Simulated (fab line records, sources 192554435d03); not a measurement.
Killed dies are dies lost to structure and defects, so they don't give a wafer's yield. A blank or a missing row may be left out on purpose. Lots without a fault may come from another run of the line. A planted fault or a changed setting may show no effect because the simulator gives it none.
Chamber matching | flow n5_finfet | N5_MOL_CONTACT_COAG_ETCH_48 on rie_diel-04: 4 sister chambers
The step etches SiOC in C4F6/O2, target depth 15 nm, overetch 4.5 nm, time 17 s. 14 wafers are shown with their chamber, then 7 later ones without.

WAFERS WITH THEIR CHAMBER
wafer  | chamber | rf_vpp_V (V) | throttle_valve_pct (%) | showerhead_plenum_p_Torr (Torr)
L076.1 | 3       | 1536         | 40.2                   | 2.73
L076.4 | 1       | 1565         | 40.7                   | 2.74
L076.5 | 2       | 1595         | 41.0                   | 2.94
L077.1 | 3       | 1538         | 40.2                   | 2.73
L077.4 | 0       | 1665         | 39.5                   | 2.85
L077.5 | 2       | 1595         | 40.9                   | 2.94
L081.2 | 1       | 1566         | 40.7                   | 2.74
L081.3 | 3       | 1537         | 40.2                   | 2.73
L081.4 | 2       | 1595         | 41.0                   | 2.93
L087.1 | 1       | 1566         | 40.7                   | 2.73
L087.2 | 3       | 1537         | 40.2                   | 2.72
L087.4 | 2       | 1593         | 41.0                   | 2.93
L094.4 | 1       | 1566         | 40.7                   | 2.73
L094.5 | 3       | 1536         | 40.2                   | 2.72

SIGNATURES (means of the wafers above)
reading                  | chamber 0 | chamber 1 | chamber 2 | chamber 3 | scatter within a chamber
rf_vpp_V                 | 1665.00   | 1565.75   | 1594.50   | 1536.80   | 0.809
throttle_valve_pct       | 39.500    | 40.700    | 40.975    | 40.200    | 0.0274
showerhead_plenum_p_Torr | 2.8500    | 2.7350    | 2.9350    | 2.7260    | 0.00566
Rule: a wafer's distance from a chamber is the root of the sum, over the readings, of the square of ((its reading less the chamber's mean) divided by the reading's scatter). The wafer belongs to the nearest chamber; if the next one is less than 2 further off, it can't be placed. The scatter: the root of (the sum of the squares of (reading less its chamber's mean) over the shown wafers, divided by (wafers less chambers)).

WAFERS WITHOUT THEIR CHAMBER
wafer  | rf_vpp_V (V) | throttle_valve_pct (%) | showerhead_plenum_p_Torr (Torr)
L094.6 | 1592         | 41.0                   | 2.92
L095.2 | 1663         | 39.5                   | 2.83
L095.4 | 1533         | 40.2                   | 2.72
L095.5 | 1664         | 39.5                   | 2.83
L096.2 | 1665         | 39.5                   | 2.83
L096.3 | 1593         | 41.0                   | 2.92
L096.4 | 1564         | 40.7                   | 2.73

WHICH CHAMBER EACH WENT THROUGH
wafer  | from the rows above | in truth
L094.6 | 2                   | 2
L095.2 | 0                   | 0
L095.4 | 3                   | 3
L095.5 | 0                   | 0
L096.2 | 0                   | 0
L096.3 | 2                   | 2
L096.4 | 1                   | 1
Placed correctly: 7 of 7. Can't be placed from these rows: 0. Placed wrongly: 0.
